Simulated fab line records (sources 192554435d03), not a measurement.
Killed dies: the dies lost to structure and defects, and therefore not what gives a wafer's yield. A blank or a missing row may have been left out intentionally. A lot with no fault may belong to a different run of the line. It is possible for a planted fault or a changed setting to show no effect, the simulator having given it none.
Matching of chambers :: flow n5_finfet :: N5_SDB_CUT_ETCH_26 on rie_si-01 has 4 sister chambers
The step etches Si in HBr/Cl2/O2, target depth 129.6 nm, bt time 20 s, time 51.8 s. 14 wafers are shown with their chamber, then 7 later ones without.

## EACH WAFER AND ITS CHAMBER
wafer: L078.1
chamber: 0
drypump_motor_current_A (A): 6.2
throttle_valve_pct (%): 37.36
oes_product_au (a.u.): 1.010

wafer: L078.3
chamber: 3
drypump_motor_current_A (A): 4.7
throttle_valve_pct (%): 37.40
oes_product_au (a.u.): 0.993

wafer: L078.4
chamber: 2
drypump_motor_current_A (A): 5.3
throttle_valve_pct (%): 37.07
oes_product_au (a.u.): 0.987

wafer: L081.3
chamber: 3
drypump_motor_current_A (A): 4.7
throttle_valve_pct (%): 37.42
oes_product_au (a.u.): 1.003

wafer: L081.5
chamber: 2
drypump_motor_current_A (A): 5.3
throttle_valve_pct (%): 37.08
oes_product_au (a.u.): 0.976

wafer: L081.6
chamber: 3
drypump_motor_current_A (A): 4.7
throttle_valve_pct (%): 37.41
oes_product_au (a.u.): 0.991

wafer: L086.4
chamber: 2
drypump_motor_current_A (A): 5.4
throttle_valve_pct (%): 37.07
oes_product_au (a.u.): 0.990

wafer: L086.5
chamber: 2
drypump_motor_current_A (A): 5.4
throttle_valve_pct (%): 37.06
oes_product_au (a.u.): 0.985

wafer: L086.6
chamber: 1
drypump_motor_current_A (A): 5.7
throttle_valve_pct (%): 37.09
oes_product_au (a.u.): 1.003

wafer: L093.1
chamber: 1
drypump_motor_current_A (A): 5.7
throttle_valve_pct (%): 37.07
oes_product_au (a.u.): 1.006

wafer: L093.3
chamber: 2
drypump_motor_current_A (A): 5.3
throttle_valve_pct (%): 37.08
oes_product_au (a.u.): 0.979

wafer: L093.6
chamber: 1
drypump_motor_current_A (A): 5.7
throttle_valve_pct (%): 37.08
oes_product_au (a.u.): 1.003

wafer: L094.1
chamber: 2
drypump_motor_current_A (A): 5.3
throttle_valve_pct (%): 37.07
oes_product_au (a.u.): 0.984

wafer: L094.2
chamber: 3
drypump_motor_current_A (A): 4.7
throttle_valve_pct (%): 37.42
oes_product_au (a.u.): 0.999

SIGNATURES, as means of the wafers listed above
reading: drypump_motor_current_A
chamber 0: 6.200
chamber 1: 5.700
chamber 2: 5.333
chamber 3: 4.700
scatter within a chamber: 0.0365

reading: throttle_valve_pct
chamber 0: 37.3600
chamber 1: 37.0800
chamber 2: 37.0717
chamber 3: 37.4125
scatter within a chamber: 0.00871

reading: oes_product_au
chamber 0: 1.01000
chamber 1: 1.00400
chamber 2: 0.98350
chamber 3: 0.99650
scatter within a chamber: 0.0048
Rule: for each reading, subtract the chamber's mean from the wafer's reading, divide by that reading's scatter and square the result; add these up over the readings and take the root, which gives the wafer's distance from the chamber. If the next closest chamber is less than 2 further off than the closest, the wafer can't be placed; otherwise it belongs to the closest. How the scatter is found: for the shown wafers, subtract from each reading the mean of its chamber, square and add these, divide the total by (wafers less chambers), then take the root.

## WAFERS MISSING THEIR CHAMBER
wafer: L094.3
drypump_motor_current_A (A): 5.7
throttle_valve_pct (%): 37.08
oes_product_au (a.u.): 1.010

wafer: L095.2
drypump_motor_current_A (A): 4.7
throttle_valve_pct (%): 37.44
oes_product_au (a.u.): 1.000

wafer: L095.3
drypump_motor_current_A (A): 6.1
throttle_valve_pct (%): 37.38
oes_product_au (a.u.): 1.006

wafer: L095.6
drypump_motor_current_A (A): 4.7
throttle_valve_pct (%): 37.41
oes_product_au (a.u.): 0.994

wafer: L097.1
drypump_motor_current_A (A): 6.2
throttle_valve_pct (%): 37.36
oes_product_au (a.u.): 1.010

wafer: L097.3
drypump_motor_current_A (A): 4.7
throttle_valve_pct (%): 37.43
oes_product_au (a.u.): 0.997

wafer: L097.6
drypump_motor_current_A (A): 4.7
throttle_valve_pct (%): 37.40
oes_product_au (a.u.): 0.991

## THE CHAMBER EACH PASSED THROUGH
wafer: L094.3
from the rows above: 1
in truth: 1

wafer: L095.2
from the rows above: 3
in truth: 3

wafer: L095.3
from the rows above: 0
in truth: 0

wafer: L095.6
from the rows above: 3
in truth: 3

wafer: L097.1
from the rows above: 0
in truth: 0

wafer: L097.3
from the rows above: 3
in truth: 3

wafer: L097.6
from the rows above: 3
in truth: 3
Placed correctly: 7 of 7. Left unplaced by these rows: 0. Number placed wrongly: 0.
